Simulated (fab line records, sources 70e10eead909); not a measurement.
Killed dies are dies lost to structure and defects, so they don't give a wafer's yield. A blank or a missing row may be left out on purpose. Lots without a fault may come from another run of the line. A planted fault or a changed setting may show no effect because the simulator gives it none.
Chamber matching | flow nand_harc | NHARC_A_BLC_STRIP_21 on rie_diel-03: 4 sister chambers
The step strips in O2. 20 wafers are shown with their chamber, then 10 later ones without.

WAFERS WITH THEIR CHAMBER
wafer  | chamber | showerhead_plenum_p_Torr (Torr) | drypump_motor_current_A (A) | rf_vpp_V (V)
L077.1 | 3       | 3.55                            | 5.2                         | 57.2
L077.4 | 1       | 3.77                            | 5.4                         | 57.9
L077.6 | 1       | 3.77                            | 5.3                         | 57.1
L078.1 | 2       | 3.44                            | 6.9                         | 57.7
L078.3 | 1       | 3.76                            | 5.3                         | 58.9
L078.5 | 0       | 3.58                            | 4.9                         | 57.8
L080.3 | 1       | 3.76                            | 5.3                         | 58.6
L080.4 | 3       | 3.55                            | 5.3                         | 57.5
L080.5 | 2       | 3.44                            | 6.9                         | 57.1
L083.1 | 1       | 3.76                            | 5.3                         | 59.9
L083.2 | 3       | 3.55                            | 5.3                         | 58.2
L083.3 | 0       | 3.58                            | 4.9                         | 57.2
L082.1 | 2       | 3.44                            | 6.9                         | 58.1
L082.2 | 3       | 3.55                            | 5.3                         | 59.0
L082.3 | 0       | 3.58                            | 4.8                         | 57.8
L082.4 | 1       | 3.76                            | 5.3                         | 59.7
L082.5 | 0       | 3.58                            | 4.8                         | 56.5
L082.6 | 3       | 3.55                            | 5.3                         | 57.1
L085.1 | 3       | 3.54                            | 5.3                         | 58.2
L085.2 | 1       | 3.76                            | 5.3                         | 58.2

SIGNATURES (means of the wafers above)
reading                  | chamber 0 | chamber 1 | chamber 2 | chamber 3 | scatter within a chamber
showerhead_plenum_p_Torr | 3.5800    | 3.7629    | 3.4400    | 3.5483    | 0.00376
drypump_motor_current_A  | 4.850     | 5.314     | 6.900     | 5.283     | 0.041
rf_vpp_V                 | 57.325    | 58.614    | 57.633    | 57.867    | 0.799
Rule: a wafer's distance from a chamber is the root of the sum, over the readings, of the square of ((its reading less the chamber's mean) divided by the reading's scatter). The wafer belongs to the nearest chamber; if the next one is less than 2 further off, it can't be placed. The scatter: the root of (the sum of the squares of (reading less its chamber's mean) over the shown wafers, divided by (wafers less chambers)).

WAFERS WITHOUT THEIR CHAMBER
wafer  | showerhead_plenum_p_Torr (Torr) | drypump_motor_current_A (A) | rf_vpp_V (V)
L085.6 | 3.44                            | 6.9                         | 58.0
L088.1 | 3.58                            | 4.8                         | 56.7
L088.2 | 3.44                            | 6.9                         | 57.2
L088.4 | 3.76                            | 5.4                         | 57.2
L086.1 | 3.43                            | 6.9                         | 58.2
L086.3 | 3.54                            | 5.3                         | 57.5
L086.6 | 3.58                            | 4.9                         | 57.4
L095.2 | 3.76                            | 5.4                         | 57.0
L095.4 | 3.57                            | 4.8                         | 58.4
L095.5 | 3.76                            | 5.4                         | 57.1

WHICH CHAMBER EACH WENT THROUGH
wafer  | from the rows above | in truth
L085.6 | 2                   | 2
L088.1 | 0                   | 0
L088.2 | 2                   | 2
L088.4 | 1                   | 1
L086.1 | 2                   | 2
L086.3 | 3                   | 3
L086.6 | 0                   | 0
L095.2 | 1                   | 1
L095.4 | 0                   | 0
L095.5 | 1                   | 1
Placed correctly: 10 of 10. Can't be placed from these rows: 0. Placed wrongly: 0.
